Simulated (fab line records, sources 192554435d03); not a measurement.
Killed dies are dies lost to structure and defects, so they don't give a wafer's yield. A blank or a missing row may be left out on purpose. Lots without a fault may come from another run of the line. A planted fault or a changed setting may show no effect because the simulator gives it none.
fab line records | flow n5_finfet | part 2 of 2: steps 19 to 29 of 29
record lots=5 wafers=15 last_day=21
route steps=1938 shown BEOL_M4@1031
lots that met no fault: from a run of the same line without faults
start_h: hours from the record's first day to the start of the lot's first wafer shown | wait_h: hours since the lot's step before | " the same as in the row above | L1.1+2: a row that stands for several wafers | - no value, or no start given | * or withheld: withheld | < > ~ a bound
route shown NAME@n: a module of which the file shows steps, and the number in the route of the first | usual: mean/standard deviation of fault-free wafers | same: alike in all rows | chamber/n: place in a boat | sites: the reading at each site | _std_site: their standard deviation | _edge_site: outer sites' mean less inner sites' | radius_mm: how far each site lies from the wafer's centre | mask NAME#n: copy n | behind: the tool/chamber that last shaped the wafer | hold: why the lot was held/for how many hours/how that ended | device: the transistor (n, p or np) that didn't switch | end of line: the same wafers' tests at the end of the route | a step without rows: its recipe alone | killed: dies lost to structure and defects at the first sort, not the wafer's yield | map: a wafer's dies, x killed, . not, _ none there
set.NAME: the setting as run; set.NAME@STEP: as run at that earlier step | model.NAME: the simulator's own value behind a step, which no gauge read
lots at some steps of the route; a table a step, a row a wafer
services: from which hour (start_h, from the record's first day; less than 0 if before it) a tool's chamber was out of use, for how many hours, and why
## steps
# step N5_BEOL_M4_COAT_76
# recipe resist=underlayer temp_c=205 time_s=60 spin_rpm=1500 resist_thk_nm=5
# usual heater_power_total_W=391.7/1.4
# columns lot.wafer tool chamber start_h wait_h heater_power_total_W
L080.1 litho_track-05 0 - - 389.5
L080.2 " 0 " " 390.2
L080.6 " 0 " " 390.5
L084.1 litho_track-02 0 - - 393.3
L084.2 " 0 " " 389.5
L084.3 " 0 " " 393.2
L086.1 litho_track-02 0 - - 392.4
L086.2 " 0 " " 389.8
L086.4 " 0 " " 390.9
L090.1 litho_track-05 0 - - 391.7
L090.2 " 0 " " 392.5
L090.4 " 0 " " 390.7
L096.1 litho_track-05 0 - - 390.0
L096.2 " 0 " " 391.6
L096.5 " 0 " " 391.9
# step N5_BEOL_M4_COAT_22
# recipe resist=CAR-EUV spin_rpm=1500 resist_thk_nm=30
# columns lot.wafer tool chamber start_h wait_h
L080.1+2+6 litho_track-05 0 - -
L084.1+2+3 litho_track-02 0 - -
L086.1+2+4 litho_track-02 0 - -
L090.1+2+4 litho_track-05 0 - -
L096.1+2+5 litho_track-05 0 - -
# step N5_BEOL_M4_EBR_24
# recipe solvent=PGMEA ebr_width_mm=1.5
# columns lot.wafer tool chamber start_h wait_h
L080.1+2+6 litho_track-05 0 - -
L084.1+2+3 litho_track-02 0 - -
L086.1+2+4 litho_track-02 0 - -
L090.1+2+4 litho_track-05 0 - -
L096.1+2+5 litho_track-05 0 - -
# step N5_BEOL_M4_SOFTBAKE_23
# recipe temp_c=110 time_s=60 resist=CAR-EUV
# usual heater_power_total_W=175.6/1.7
# columns lot.wafer tool chamber start_h wait_h heater_power_total_W
L080.1 litho_track-05 0 - - 177.1
L080.2 " 0 " " 173.6
L080.6 " 0 " " 173.4
L084.1 litho_track-02 0 - - 177.5
L084.2 " 0 " " 177.2
L084.3 " 0 " " 176.4
L086.1 litho_track-02 0 - - 177.1
L086.2 " 0 " " 175.0
L086.4 " 0 " " 176.2
L090.1 litho_track-05 0 - - 175.0
L090.2 " 0 " " 173.2
L090.4 " 0 " " 174.8
L096.1 litho_track-05 0 - - 173.0
L096.2 " 0 " " 175.1
L096.5 " 0 " " 177.6
# step N5_BEOL_M4_EXPOSE_25
# recipe mask_id=V3 na=0.33 source_shape=quasar sigma_inner=0.2 sigma_outer=0.8 polarization=unpolarized defocus_nm=5 dose_mj=63
# columns lot.wafer tool chamber start_h wait_h mask
L080.1+2+6 euv_scanner-02 0 210.89 - V3#0
L084.1+2+3 euv_scanner-01 0 293.43 - V3#0
L086.1+2+4 euv_scanner-01 0 311.85 - V3#0
L090.1+2+4 euv_scanner-01 0 335.59 - V3#0
L096.1+2+5 euv_scanner-01 0 348.52 - V3#0
# step N5_BEOL_M4_PEB_26
# recipe peb_temp_c=100 peb_time_s=60 resist=CAR-EUV
# usual heater_power_total_W=154.1/1.1
# columns lot.wafer tool chamber start_h wait_h heater_power_total_W
L080.1 litho_track-03 0 210.97 0.1 155.5
L080.2 " 0 " " 152.6
L080.6 " 0 " " 152.6
L084.1 litho_track-03 0 293.50 0.1 153.2
L084.2 " 0 " " 154.8
L084.3 " 0 " " 152.7
L086.1 litho_track-03 0 311.93 0.1 153.4
L086.2 " 0 " " 153.5
L086.4 " 0 " " 152.6
L090.1 litho_track-02 0 335.67 0.1 154.0
L090.2 " 0 " " 155.2
L090.4 " 0 " " 152.3
L096.1 litho_track-03 0 348.60 0.1 154.7
L096.2 " 0 " " 152.9
L096.5 " 0 " " 154.0
# step N5_BEOL_M4_DEVELOP_27
# recipe develop_time_s=30 developer=TMAH resist=CAR-EUV rinse_liquid=surfactant_rinse dry=air_spin dev_temp_c=23
# usual developer_temp_C=22.98/0.12
# columns lot.wafer tool chamber start_h wait_h developer_temp_C
L080.1 litho_track-03 0 - - 23.17
L080.2 " 0 " " 22.96
L080.6 " 0 " " 22.88
L084.1 litho_track-03 0 - - 22.80
L084.2 " 0 " " 22.78
L084.3 " 0 " " 22.65
L086.1 litho_track-03 0 - - 22.97
L086.2 " 0 " " 23.07
L086.4 " 0 " " 23.10
L090.1 litho_track-02 0 - - 23.08
L090.2 " 0 " " 22.98
L090.4 " 0 " " 23.07
L096.1 litho_track-03 0 - - 22.90
L096.2 " 0 " " 23.05
L096.5 " 0 " " 23.06
# step N5_BEOL_M4_CD_MEAS_28
# recipe target_cd_nm=26.2 landing_energy_ev=500 detector=se_inlens target_cd_y_nm=24.1 polarity=opening
# usual cd_nm=26.19/0.25
# columns lot.wafer tool chamber start_h wait_h cd_nm
L080.1 cd_sem-02 0 211.04 - 26.00
L080.2 " 0 " " 26.35
L080.6 " 0 " " 25.88
L084.1 cd_sem-03 0 293.57 - 26.11
L084.2 " 0 " " 26.19
L084.3 " 0 " " 26.00
L086.1 cd_sem-03 0 312.00 - 26.59
L086.2 " 0 " " 26.00
L086.4 " 0 " " 26.36
L090.1 cd_sem-02 0 335.73 - 26.28
L090.2 " 0 " " 26.19
L090.4 " 0 " " 26.26
L096.1 cd_sem-01 0 348.67 - 26.55
L096.2 " 0 " " 26.64
L096.5 " 0 " " 26.37
# step N5_BEOL_M4_OVL_MEAS_29
# recipe points_per_wafer=522
# usual V3_OVL=-0.6/0.58
# columns lot.wafer tool chamber start_h wait_h V3_OVL[nm]
L080.1 overlay-02 0 211.07 0.0 -0.7
L080.2 " 0 " " -0.4
L080.6 " 0 " " -0.5
L084.1 overlay-01 0 293.60 0.0 -0.1
L084.2 " 0 " " -0.5
L084.3 " 0 " " -0.2
L086.1 overlay-02 0 312.03 0.0 -0.2
L086.2 " 0 " " -0.3
L086.4 " 0 " " -1.3
L090.1 overlay-02 0 335.76 0.0 -0.3
L090.2 " 0 " " -0.8
L090.4 " 0 " " -1.1
L096.1 overlay-02 0 348.70 0.0 -0.7
L096.2 " 0 " " -0.3
L096.5 " 0 " " 0.3
# step N5_BEOL_M4_INSPECT_30
# recipe mode=adi inspect_instrument=brightfield
# usual raw_defect_count=382/78
# columns lot.wafer tool chamber start_h wait_h raw_defect_count
L080.1 defect_inspect-02 - 211.12 0.1 346
L080.2 " - " " 424
L080.6 " - " " 323
L084.1 defect_inspect-02 - 293.66 0.1 351
L084.2 " - " " 512
L084.3 " - " " 552
L086.1 defect_inspect-01 - 312.09 0.1 389
L086.2 " - " " 471
L086.4 " - " " 477
L090.1 defect_inspect-02 - 335.82 0.1 376
L090.2 " - " " 443
L090.4 " - " " 365
L096.1 defect_inspect-02 - 348.75 0.1 303
L096.2 " - " " 293
L096.5 " - " " 381
# step N5_BEOL_M4_DESCUM_33
# recipe chemistry=O2 time_s=7 source_power_w=50 bias_power_w=20 pressure_mtorr=20 rf_frequency_hz=2.712e+07 temp_c=40 resist=CAR-EUV o2_flow_sccm=225
# usual drypump_motor_current_A=5.7/0.41 oes_product_au=0.82/0.096 rf_vpp_V=243.4/1.4 showerhead_plenum_p_Torr=2.11/0.079 temp_c=40.01/0.11 throttle_valve_pct=20.44/0.16
# columns lot.wafer tool chamber start_h wait_h drypump_motor_current_A oes_product_au rf_hours_counter_h rf_vpp_V showerhead_plenum_p_Torr temp_c throttle_valve_pct
L080.1 rie_diel-05 2 211.16 0.0 5.8 0.69 234 244.6 2.15 40.02 20.81
L080.2 " 1 " " 5.4 0.93 12 244.5 2.24 40.08 20.19
L080.6 " 3 " " 6.6 0.70 - 244.1 2.17 40.05 20.60
L084.1 rie_diel-04 1 293.69 0.0 5.6 0.84 81 243.1 2.02 39.98 20.59
L084.2 " 0 " " 6.1 0.89 41 244.9 2.22 40.00 20.29
L084.3 " 3 " " 5.1 0.95 19 244.6 2.14 40.20 20.32
L086.1 rie_diel-04 2 312.12 0.0 5.1 0.98 1 242.9 2.05 39.89 20.11
L086.2 " 1 " " 5.6 0.83 88 241.6 2.02 39.96 20.61
L086.4 " 0 " " 6.1 0.88 47 244.5 2.22 39.88 20.30
L090.1 rie_diel-05 3 335.86 0.0 6.6 0.66 237 243.6 2.16 40.04 20.65
L090.2 " 2 " " 5.7 0.92 13 244.0 2.14 39.97 20.42
L090.4 " 0 " " 6.3 0.84 - 243.8 2.12 40.00 20.43
L096.1 rie_diel-04 3 348.79 0.0 5.1 0.91 37 243.7 2.14 39.99 20.34
L096.2 " 0 " " 6.1 0.87 58 244.5 2.21 40.00 20.31
L096.5 " 3 " " 5.1 0.90 - 243.8 2.14 40.00 20.36
## services
# columns tool chamber start_h hours kind
euv_scanner-01 - 196.21 1.0 pm
euv_scanner-02 - 197.22 1.0 pm
euv_scanner-02 - 206.10 0.5 repair
rie_metal-02 0 219.53 1.3 repair
euv_scanner-02 - 223.33 5.8 pm
rie_metal-01 - 228.73 0.3 repair
rie_diel-02 - 238.40 0.2 repair
euv_scanner-01 - 243.49 4.6 pm
rie_diel-02 0 251.28 2.0 repair
euv_scanner-01 - 252.36 1.0 pm
euv_scanner-02 - 253.37 1.0 pm
rie_metal-02 - 259.57 1.4 pm
rie_diel-05 2 261.55 - clean
rie_diel-05 2 261.55 - consumable_replace:focus_ring
rie_diel-05 2 261.55 27.8 scheduled_down
rie_diel-05 2 261.55 27.8 vent_cycle
euv_scanner-02 - 265.13 3.9 repair
euv_scanner-02 - 291.74 4.6 pm
rie_metal-02 1 291.93 7.4 repair
rie_metal-01 - 300.39 1.4 pm
euv_scanner-01 - 308.51 1.0 pm
euv_scanner-02 - 309.52 1.0 pm
rie_diel-05 1 333.99 5.9 repair
rie_diel-02 3 335.79 4.6 repair
